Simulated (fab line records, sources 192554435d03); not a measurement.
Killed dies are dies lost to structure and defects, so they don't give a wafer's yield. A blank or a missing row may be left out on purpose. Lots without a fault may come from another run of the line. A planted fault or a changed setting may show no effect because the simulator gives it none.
Chamber matching | flow n5_finfet | N5_MOL_CONTACT_COAG_ETCH_15 on rie_diel-01: 4 sister chambers
The step etches SiNx in CH3F/O2, stops on Si:P, target depth 7 nm. 14 wafers are shown with their chamber, then 7 later ones without.

WAFERS WITH THEIR CHAMBER
wafer  | chamber | showerhead_plenum_p_Torr (Torr) | drypump_motor_current_A (A) | rf_vpp_V (V)
L074.2 | 0       | 1.90                            | 5.8                         | 299
L074.5 | 0       | 1.90                            | 5.7                         | 302
L074.6 | 2       | 2.00                            | 5.9                         | 285
L080.2 | 3       | 2.09                            | 5.3                         | 295
L080.4 | 0       | 1.89                            | 5.7                         | 300
L080.5 | 1       | 2.05                            | 5.8                         | 290
L086.3 | 1       | 2.04                            | 5.7                         | 290
L086.4 | 2       | 1.99                            | 5.9                         | 289
L086.6 | 3       | 2.09                            | 5.3                         | 293
L087.1 | 1       | 2.04                            | 5.7                         | 291
L087.4 | 2       | 1.99                            | 5.9                         | 288
L087.6 | 0       | 1.89                            | 5.7                         | 299
L095.1 | 3       | 2.08                            | 5.3                         | 293
L095.3 | 1       | 2.04                            | 5.7                         | 291

SIGNATURES (means of the wafers above)
reading                  | chamber 0 | chamber 1 | chamber 2 | chamber 3 | scatter within a chamber
showerhead_plenum_p_Torr | 1.8950    | 2.0425    | 1.9933    | 2.0867    | 0.00555
drypump_motor_current_A  | 5.725     | 5.725     | 5.900     | 5.300     | 0.0387
rf_vpp_V                 | 300.00    | 290.50    | 287.33    | 293.67    | 1.35
Rule: a wafer's distance from a chamber is the root of the sum, over the readings, of the square of ((its reading less the chamber's mean) divided by the reading's scatter). The wafer belongs to the nearest chamber; if the next one is less than 2 further off, it can't be placed. The scatter: the root of (the sum of the squares of (reading less its chamber's mean) over the shown wafers, divided by (wafers less chambers)).

WAFERS WITHOUT THEIR CHAMBER
wafer  | showerhead_plenum_p_Torr (Torr) | drypump_motor_current_A (A) | rf_vpp_V (V)
L095.6 | 2.08                            | 5.3                         | 293
L097.1 | 2.04                            | 5.7                         | 290
L097.2 | 2.08                            | 5.3                         | 295
L097.3 | 1.98                            | 5.9                         | 289
L097.4 | 1.88                            | 5.7                         | 300
L097.5 | 2.04                            | 5.7                         | 289
L097.6 | 1.98                            | 5.9                         | 289

WHICH CHAMBER EACH WENT THROUGH
wafer  | from the rows above | in truth
L095.6 | 3                   | 3
L097.1 | 1                   | 1
L097.2 | 3                   | 3
L097.3 | 2                   | 2
L097.4 | 0                   | 0
L097.5 | 1                   | 1
L097.6 | 2                   | 2
Placed correctly: 7 of 7. Can't be placed from these rows: 0. Placed wrongly: 0.
